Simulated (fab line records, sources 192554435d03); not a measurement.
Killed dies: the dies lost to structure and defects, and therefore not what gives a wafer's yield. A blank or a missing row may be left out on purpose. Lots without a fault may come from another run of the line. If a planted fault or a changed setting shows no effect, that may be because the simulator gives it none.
Matching of chambers + flow n5-finfet + N5_BEOL_M4_STRIP_66 on rie-diel-02 has 4 sister chambers
The step strips in CF4. 4 wafers are shown with their chamber, then 8 later ones without.

## WAFERS, EACH WITH ITS CHAMBER
| wafer  | chamber | drypump-motor-current-A (A) |
|--------|---------|-----------------------------|
| L082.2 | 0       | 5.6                         |
| L091.2 | 3       | 6.5                         |
| L091.5 | 2       | 5.4                         |
| L092.1 | 1       | 5.3                         |

## WAFERS WITH NO CHAMBER GIVEN
| wafer  | drypump-motor-current-A (A) |
|--------|-----------------------------|
| L092.2 | 5.5                         |
| L092.3 | 6.6                         |
| L093.1 | 5.6                         |
| L093.4 | 5.4                         |
| L093.5 | 5.6                         |
| L096.2 | 5.4                         |
| L096.3 | 5.6                         |
| L096.6 | 5.4                         |

## WHICH CHAMBER EACH ONE RAN IN
| wafer  | from the rows above     | in truth |
|--------|-------------------------|----------|
| L092.2 | can't be placed: 0 or 2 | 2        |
| L092.3 | 3                       | 3        |
| L093.1 | 0                       | 0        |
| L093.4 | 2                       | 2        |
| L093.5 | 0                       | 0        |
| L096.2 | 2                       | 2        |
| L096.3 | 0                       | 0        |
| L096.6 | 2                       | 2        |
7 of 8 placed correctly. From these rows, 1 cannot be placed; in 1 the true chamber is one of the candidates. 0 placed wrongly.
How it was worked out, from the rows above alone: a wafer's distance from a chamber is the root of the sum, over the readings, of the square of ((its reading less the chamber's mean) divided by the reading's scatter). If the next closest chamber is less than 2 further off than the closest, the wafer can't be placed; otherwise it belongs to the closest. Each chamber's mean is taken over the wafers shown for it. The scatter (one wafer shown for each chamber): square how far every hidden wafer sits from the nearest shown wafer, average those squares and take the square root.
